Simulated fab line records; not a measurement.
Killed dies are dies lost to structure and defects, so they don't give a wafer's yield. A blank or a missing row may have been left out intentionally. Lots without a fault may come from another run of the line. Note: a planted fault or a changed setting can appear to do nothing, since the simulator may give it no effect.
Chamber matching	flow nand_harc	NHARC_A_STAIRCASE_ALD_420 on ald_hk-02: 4 sister chambers
The step deposits SiO2, target thk 20 nm, pulse time 6 s, ald cycles 200. 4 wafers are shown with their chamber, then 10 later ones without.

WAFERS PAIRED WITH THEIR CHAMBERS
wafer	chamber	heater_power_w (W)
L081.3	0	430
L084.5	2	536
L085.2	1	471
L085.3	3	529

WAFERS MISSING THEIR CHAMBER
wafer	heater_power_w (W)
L085.5	473
L089.2	471
L089.5	455
L089.6	534
L092.2	473
L092.4	429
L092.6	462
L095.1	535
L095.3	460
L095.6	543

WHICH CHAMBER EACH WENT THROUGH
wafer	from the rows above	in truth
L085.5	1	1
L089.2	1	1
L089.5	can't be placed: 1 or 0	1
L089.6	can't be placed: 2 or 3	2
L092.2	1	1
L092.4	0	0
L092.6	1	1
L095.1	can't be placed: 2 or 3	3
L095.3	1	1
L095.6	can't be placed: 2 or 3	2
6 of 10 placed correctly. Cannot be placed on the basis of these rows: 4; the candidates contain the true chamber in 4. Wrongly placed: 0.
How it was worked out, from the rows above alone: a wafer's distance from a chamber is the root of the sum, over the readings, of the square of ((its reading less the chamber's mean) divided by the reading's scatter). The wafer belongs to the nearest chamber; if the next one is less than 2 further off, it can't be placed. Each chamber's mean is taken over the wafers shown for it. The scatter: root of mean squared gap, hidden wafer to nearest shown wafer, with one shown wafer a chamber.
